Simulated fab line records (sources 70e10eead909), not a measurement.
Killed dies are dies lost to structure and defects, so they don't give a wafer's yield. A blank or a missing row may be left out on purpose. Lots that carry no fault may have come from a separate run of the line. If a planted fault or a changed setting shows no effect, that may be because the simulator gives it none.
Which tool is to blame?	flow nand harc	Sampling: 6 lots, 18 wafers, 5 of 1159 route steps

## WHAT THE GAUGES SHOWED, per wafer
NHARC_END_SORT_01.
lot	measured	on	killed at array
L509	day 21 02:23	prober-01	32 30 32
L510	day 21 11:05	prober-01	28 44 46
L514	day 22 07:40	prober-02	41 47 48
L522	day 24 04:29	prober-01	663 666 669

## TOOL THAT RAN EACH LOT (tool first, then ch and the chambers of the sampled wafers, then the start)
lot	NHARC_A_STAIRCASE_TRIM_24	NHARC_A_STAIRCASE_ETCH_27	NHARC_A_STAIRCASE_ETCH_190	NHARC_A_STAIRCASE_TRIM_191
L509	rie diel-01 ch 0,3, day 12 14:19 or earlier	rie diel-01 ch 1,2, day 12 14:19 or earlier	rie diel-02 ch 0,1,2, day 12 14:19	rie diel-02 ch 1,2, day 21 02:23 or earlier
L510	rie diel-02 ch 1,3, day 13 06:29 or earlier	rie diel-02 ch 0,1,3, day 13 06:29 or earlier	rie diel-01 ch 2,3, day 13 06:29	rie diel-01 ch 0,1, day 21 11:05 or earlier
L514	rie diel-02 ch 1,3, day 14 05:44 or earlier	rie diel-02 ch 2,3, day 14 05:44 or earlier	rie diel-02 ch 1,2, day 14 05:44	rie diel-02 ch 2,3, day 22 07:40 or earlier
L522	rie diel-02 ch 1,2, day 15 15:06 or earlier	rie diel-02 ch 0,1,3, day 15 15:06 or earlier	rie diel-01 ch 0,1,2, day 15 15:06	rie diel-01 ch 2,3, day 24 04:29 or earlier
L523	rie diel-04 ch 0,1,3, day 16 04:32 or earlier	rie diel-04 ch 0,3, day 16 04:32 or earlier	rie diel-01 ch 1,2, day 16 04:32	rie diel-01 ch 0,1, no start
L526	rie diel-02 ch 0,1,2, day 16 15:18 or earlier	rie diel-02 ch 0,1, day 16 15:18 or earlier	rie diel-02 ch 0,2,3, day 16 15:18	rie diel-02 ch 1,2,3, no start
- NHARC_A_STAIRCASE_TRIM_24: chemistry O2, time 211.2 s.
- NHARC_A_STAIRCASE_ETCH_27: etches the open film in C4F8/O2, target depth 100 nm, time 40.5 s.
- NHARC_A_STAIRCASE_ETCH_190: etches the open film in C4F8/O2, target depth 100 nm, time 40.5 s.
- NHARC_A_STAIRCASE_TRIM_191: chemistry O2, time 211.2 s.

## THE ANSWER, worked out from the rows above alone
Rule: the usual values come from the lots themselves. Put in order of their means at a reading, lots are off if they are a third of the lots or fewer, leave a main group of 4 or more, and stand apart from it by a gap of 3 or more times the standard deviation of the main group's means; of several such gaps the widest counts. A main group whose means are all the same, to the digits that the tables above print for the reading, isn't used. A lot without any number at a reading at which 4 lots or more have one is off too. Any other lot the step has rows for is counted as sound.
Nothing can be told from this: no lot is off at any reading shown.

## WHAT WAS PUT IN BY THE SIMULATOR
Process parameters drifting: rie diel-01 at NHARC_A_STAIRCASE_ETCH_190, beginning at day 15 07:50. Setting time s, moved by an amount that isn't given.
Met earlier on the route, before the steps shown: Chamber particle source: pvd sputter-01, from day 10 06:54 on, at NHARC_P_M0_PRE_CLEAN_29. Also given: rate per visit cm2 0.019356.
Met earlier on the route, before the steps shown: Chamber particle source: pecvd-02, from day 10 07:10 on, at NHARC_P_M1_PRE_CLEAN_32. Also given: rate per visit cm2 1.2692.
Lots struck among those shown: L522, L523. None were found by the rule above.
